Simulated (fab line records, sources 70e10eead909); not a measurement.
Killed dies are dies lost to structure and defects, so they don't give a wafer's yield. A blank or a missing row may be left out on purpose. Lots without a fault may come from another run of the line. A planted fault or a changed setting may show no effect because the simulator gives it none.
fab line records | flow nand_harc
record lots=6 wafers=18 last_day=34
route steps=1302 shown A_CHANNEL_HOLE_D1@480 A_CHANNEL_FILL_D1@490
lots that met no fault: from a run of the same line without faults
start_h: hours from the record's first day to the start of the lot's first wafer shown | wait_h: hours since the lot's step before | " the same as in the row above | L1.1+2: a row that stands for several wafers | - no value, or no start given | * or withheld: withheld | < > ~ a bound
route shown NAME@n: a module of which the file shows steps, and the number in the route of the first | usual: mean/standard deviation of fault-free wafers | same: alike in all rows | chamber/n: place in a boat | sites: the reading at each site | _std_site: their standard deviation | _edge_site: outer sites' mean less inner sites' | radius_mm: how far each site lies from the wafer's centre | mask NAME#n: copy n | behind: the tool/chamber that last shaped the wafer | hold: why the lot was held/for how many hours/how that ended | device: the transistor (n, p or np) that didn't switch | end of line: the same wafers' tests at the end of the route | a step without rows: its recipe alone | killed: dies lost to structure and defects at the first sort, not the wafer's yield | map: a wafer's dies, x killed, . not, _ none there
set.NAME: the setting as run; set.NAME@STEP: as run at that earlier step | model.NAME: the simulator's own value behind a step, which no gauge read
lots at some steps of the route; a table a step, a row a wafer
services: from which hour (start_h, from the record's first day; less than 0 if before it) a tool's chamber was out of use, for how many hours, and why
## steps
# step NHARC_A_CHANNEL_HOLE_D1_STRIP_41
# recipe n2_flow_sccm=150 h2_flow_sccm=150 ar_flow_sccm=0 bias_w=0 chemistry=N2/H2
# step NHARC_A_CHANNEL_HOLE_D1_STRIP_42
# recipe cf4_flow_sccm=100 chf3_flow_sccm=30 ar_flow_sccm=0 bias_w=0 chemistry=CF4/CHF3
# step NHARC_A_CHANNEL_HOLE_D1_STRIP_43
# recipe o2_flow_sccm=400 cos_flow_sccm=20 ar_flow_sccm=0 bias_w=0 chemistry=O2/COS
# step NHARC_A_CHANNEL_HOLE_D1_ETCH_44
# recipe target_depth_a=1400 overetch_a=140 time_s=77 ion_energy_ev=100 cf4_flow_sccm=80 o2_flow_sccm=20 ar_flow_sccm=0 rf_w=300 bias_w=100 chemistry=CF4/O2
# usual drypump_motor_current_A=5.9/0.4 oes_product_au=1.000/0.011 rf_vpp_V=197.8/1.7 showerhead_plenum_p_Torr=1.33/0.064 throttle_valve_pct=13.397/0.0086
# columns lot.wafer tool chamber start_h wait_h drypump_motor_current_A oes_product_au rf_hours_counter_h rf_vpp_V showerhead_plenum_p_Torr throttle_valve_pct
L609.3 rie_diel-02 3 189.60 0.1 5.3 0.998 49 201.3 1.44 13.389
L609.4 " 2 " " 6.0 1.009 46 197.8 1.28 13.379
L609.6 " 3 " " 5.2 0.993 - 198.6 1.43 13.390
L619.1 rie_diel-02 3 281.98 0.1 5.3 0.979 18 199.6 1.43 13.403
L619.6 " 2 " " 5.9 1.003 - 196.5 1.28 13.407
L619.5 " 3 " " 5.2 0.976 - 199.8 1.43 13.390
L621.3 rie_diel-02 3 296.95 0.1 5.2 0.990 20 199.0 1.43 13.395
L621.6 " 1 " " 5.3 1.007 - 199.5 1.38 13.384
L621.5 " 2 " " 5.9 1.020 - 197.3 1.28 13.396
L629.1 rie_diel-11 3 383.96 0.1 5.8 0.996 6 197.0 1.30 13.398
L629.3 " 0 " " 6.4 0.994 6 201.8 1.39 13.395
L629.4 " 0 " " 6.5 0.983 - 199.0 1.39 13.394
L631.4 rie_diel-02 0 407.13 0.0 5.6 1.002 1 198.5 1.26 13.398
L631.2 " 2 " " 6.0 1.004 1 196.3 1.27 13.401
L631.5 " 1 " " 5.3 0.993 - 196.8 1.37 13.393
L632.4 rie_diel-11 3 427.33 0.0 5.8 0.999 10 196.7 1.30 13.406
L632.3 " 0 " " 6.5 0.988 9 199.5 1.39 13.398
L632.1 " 2 " " 5.5 0.997 10 198.1 1.35 13.393
# step NHARC_A_CHANNEL_HOLE_D1_STRIP_27
# recipe o2_flow_sccm=500 ar_flow_sccm=0 bias_w=0 chemistry=O2
# usual drypump_motor_current_A=5.9/0.41 oes_product_au=1.000/0.012 rf_vpp_V=57.7/0.86 showerhead_plenum_p_Torr=3.52/0.16 throttle_valve_pct=17.037/0.0099
# columns lot.wafer tool chamber start_h wait_h drypump_motor_current_A oes_product_au rf_hours_counter_h rf_vpp_V showerhead_plenum_p_Torr throttle_valve_pct
L609.4 rie_diel-02 0 - - 5.7 0.991 51 58.7 3.37 17.041
L609.3 " 3 " " 5.2 0.979 49 59.5 3.78 17.026
L609.6 " 1 " " 5.4 1.005 - 57.1 3.65 17.047
L619.1 rie_diel-02 1 - - 5.4 1.009 13 58.7 3.63 17.031
L619.5 " 0 " " 5.6 1.008 - 56.8 3.36 17.037
L619.6 " 1 " " 5.4 1.017 - 58.2 3.63 17.052
L621.3 rie_diel-02 1 - - 5.3 1.016 16 59.0 3.63 17.034
L621.6 " 3 " " 5.3 0.991 - 58.0 3.76 17.030
L621.5 " 0 " " 5.6 1.004 - 57.4 3.35 17.045
L629.3 rie_diel-11 2 - - 5.6 0.995 6 57.5 3.56 17.061
L629.1 " 3 " " 5.9 1.005 6 58.9 3.44 17.036
L629.4 " 0 " " 6.5 0.997 - 58.3 3.67 17.036
L631.2 rie_diel-02 3 - - 5.3 0.993 1 57.4 3.75 17.034
L631.4 " 0 " " 5.6 0.999 1 57.8 3.34 17.039
L631.5 " 2 " " 6.0 1.011 - 57.8 3.36 17.034
L632.1 rie_diel-11 1 - - 6.2 0.997 10 57.7 3.28 17.029
L632.4 " 3 " " 5.9 1.001 10 57.9 3.44 17.023
L632.3 " 0 " " 6.5 0.987 9 56.8 3.67 17.055
# step NHARC_A_CHANNEL_HOLE_D1_PRECLEAN_28
# recipe time_s=* temp_c=50 bath_age_min=0 chemistry=SC1
# step NHARC_A_CHANNEL_HOLE_D1_SRD_29
# step NHARC_A_CHANNEL_HOLE_D1_CD_MEAS_30
# usual cd_nm=89.7/2.2
# columns lot.wafer tool chamber start_h wait_h cd_nm
L609.3 cd_sem-02 - 190.40 - 90.9
L609.4 " - " " 92.3
L609.6 " - " " 90.7
L619.1 cd_sem-03 - 282.77 - 92.6
L619.5 " - " " 94.4
L619.6 " - " " 92.8
L621.3 cd_sem-03 - 297.74 - 93.5
L621.5 " - " " 92.3
L621.6 " - " " 91.1
L629.1 cd_sem-02 - 384.86 - 87.5
L629.3 " - " " 89.3
L629.4 " - " " 89.7
L631.2 cd_sem-02 - 407.94 - 91.2
L631.4 " - " " 92.2
L631.5 " - " " 91.9
L632.1 cd_sem-03 - 428.13 - 88.8
L632.3 " - " " 89.8
L632.4 " - " " 89.0
# step NHARC_A_CHANNEL_HOLE_D1_XSEM_31
# recipe landing_energy_ev=35000
# usual bot_cd_nm=74.4/2.2 bow_nm=8.6/0.32 tilt_deg=0.08/0.039
# columns lot.wafer tool chamber start_h wait_h bot_cd_nm bow_nm tilt_deg
L609.3 xsem-01 0 190.49 0.1 75.3 8.1 0.13
L609.4 " 0 " " 76.3 8.2 0.13
L609.6 " 0 " " 75.3 8.2 0.13
L619.1 xsem-01 0 282.86 0.1 76.5 8.2 0.07
L619.5 " 0 " " 78.2 8.2 0.07
L619.6 " 0 " " 78.1 8.3 0.07
L621.3 xsem-01 0 297.83 0.1 79.0 8.4 0.04
L621.5 " 0 " " 76.5 8.4 0.03
L621.6 " 0 " " 74.9 8.4 0.03
L629.1 xsem-02 0 384.95 0.1 72.7 8.5 0.01
L629.3 " 0 " " 74.1 8.4 0.01
L629.4 " 0 " " 75.1 8.4 0.01
L631.2 xsem-02 0 408.03 0.1 75.0 8.8 0.08
L631.4 " 0 " " 76.4 8.8 0.08
L631.5 " 0 " " 76.4 8.8 0.08
L632.1 xsem-02 0 428.22 0.1 73.4 8.2 0.07
L632.3 " 0 " " 73.9 8.2 0.07
L632.4 " 0 " " 72.9 8.2 0.07
# step NHARC_A_CHANNEL_HOLE_D1_INSPECT_40
# usual raw_defect_count=72/25
# columns lot.wafer tool chamber start_h wait_h raw_defect_count
L609.3 defect_inspect-01 - 190.58 - 93
L609.4 " - " " 72
L609.6 " - " " 74
L619.1 defect_inspect-02 - 282.96 - 102
L619.5 " - " " 106
L619.6 " - " " 90
L621.3 defect_inspect-02 - 297.92 - 71
L621.5 " - " " 82
L621.6 " - " " 101
L629.1 defect_inspect-02 - 385.05 - 61
L629.3 " - " " 53
L629.4 " - " " 45
L631.2 defect_inspect-02 - 408.13 - 30
L631.4 " - " " 58
L631.5 " - " " 34
L632.1 defect_inspect-01 - 428.32 - 49
L632.3 " - " " 68
L632.4 " - " " 64
# step NHARC_A_CHANNEL_FILL_D1_PRECLEAN_00
# recipe time_s=* temp_c=50 bath_age_min=0 chemistry=SC1
# step NHARC_A_CHANNEL_FILL_D1_SRD_01
# step NHARC_A_CHANNEL_FILL_D1_ALD_02
# recipe target_thk_a=60 pulse_time_s=10 ald_cycles=60 temp_c=300 material=SiO2
# usual ald_cycles=60/0 heater_power_w=464/39 precursor_pulse_height_rel=1.000/0.018
# columns lot.wafer tool chamber start_h wait_h ald_cycles heater_power_w precursor_pulse_height_rel
L609.4 ald_hk-03 3 191.76 - 60 436 0.999
L609.3 " 1 " " 60 500 0.986
L609.6 " 0 " " 60 493 0.983
L619.1 ald_hk-01 3 283.37 - 60 440 0.997
L619.5 " 0 " " 71 495 1.017
L619.6 " 1 " " 60 526 1.006
L621.3 ald_hk-01 2 298.13 - 60 405 1.013
L621.5 " 2 " " 71 400 0.976
L621.6 " 3 " " 60 454 0.993
L629.3 ald_hk-01 3 385.25 - 60 435 0.975
L629.1 " 0 " " 60 464 0.976
L629.4 " 2 " " 60 390 1.000
L631.2 ald_hk-03 0 408.39 - 60 477 1.024
L631.4 " 1 " " 60 500 0.977
L631.5 " 3 " " 60 420 0.997
L632.4 ald_hk-03 3 428.51 - 60 430 0.987
L632.3 " 0 " " 60 492 1.005
L632.1 " 1 " " 60 491 1.021
# step NHARC_A_CHANNEL_FILL_D1_ALD_03
# recipe target_thk_a=60 pulse_time_s=60 ald_cycles=58 temp_c=630 pressure_torr=2 material=SiNx
# usual ald_cycles=58/0 chamber_pressure_Torr=2.000/0.0048 precursor_pulse_height_rel=1.002/0.02
# columns lot.wafer tool chamber start_h wait_h ald_cycles chamber_pressure_Torr precursor_pulse_height_rel
L609.3 ald_sin_batch-02 0 - - 58 1.990 1.050
L609.4 " 0 " " 58 1.997 0.977
L609.6 " 0 " " 58 1.987 0.998
L619.1 ald_sin_batch-03 0 - - 58 1.991 0.991
L619.5 " 0 " " 58 2.002 0.991
L619.6 " 0 " " 58 2.003 0.987
L621.3 ald_sin_batch-02 0 - - 58 2.005 0.996
L621.5 " 0 " " 58 1.997 1.014
L621.6 " 0 " " 58 1.993 1.014
L629.1 ald_sin_batch-03 0 - - 58 1.998 0.991
L629.3 " 0 " " 58 2.004 1.013
L629.4 " 0 " " 58 1.996 0.997
L631.2 ald_sin_batch-01 0 - - 58 2.006 1.026
L631.4 " 0 " " 58 1.992 0.984
L631.5 " 0 " " 58 2.002 1.026
L632.1 ald_sin_batch-02 0 - - 58 1.995 1.000
L632.3 " 0 " " 58 1.995 1.020
L632.4 " 0 " " 58 2.002 0.955
## services
# columns tool chamber start_h hours kind
rie_diel-02 0 174.19 - clean
rie_diel-02 1 174.19 - clean
rie_diel-02 2 174.19 - clean
rie_diel-02 3 174.19 - clean
rie_diel-02 0 191.14 11.7 repair
rie_diel-02 1 198.69 - clean
rie_diel-02 2 198.69 - clean
rie_diel-02 3 198.69 - clean
ald_hk-03 - 212.00 10.0 pm
rie_diel-02 - 216.72 9.0 pm
rie_diel-02 0 216.72 9.0 vent_cycle
rie_diel-11 - 255.50 9.0 pm
rie_diel-02 2 265.08 6.6 repair
ald_sin_batch-02 - 266.00 26.0 pm
rie_diel-02 - 267.28 0.6 repair
rie_diel-11 - 280.21 37.0 repair
ald_hk-01 - 302.27 10.0 pm
ald_sin_batch-01 - 336.11 1.8 repair
rie_diel-02 3 351.81 12.9 repair
xsem-01 - 374.00 14.0 pm
rie_diel-11 1 381.04 3.3 repair
ald_hk-03 - 390.00 10.0 pm
rie_diel-02 - 393.92 9.0 pm
rie_diel-11 0 412.47 9.1 repair
## key
first_sign step=NHARC_A_CHANNEL_FILL_D1_ALD_02 reading=ald_cycles direction=up sigmas=99+ usual=60 struck=71
effect none on later readings
met_at NHARC_A_CHANNEL_FILL_D1_ALD_02
struck_wafers L619.5,L621.5
tester_left_out L619,L621
fault kind=process_parameter_drift tool=ald_hk-01 chamber=- onset_h=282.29 steps=NHARC_A_CHANNEL_FILL_D1_ALD_02 channel=ald_cycles offset=11 shape=step end_h=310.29 scope=struck_wafers_only acts_in=these_recipes_only stated=60
# tester_left_out: of these lots the tester's yield and bins aren't shown, on N5 and GAA mostly nor the transistor test; their killed dies are dies lost to structure and defects alone, not to doping, threshold or leakage, so they don't give the yield
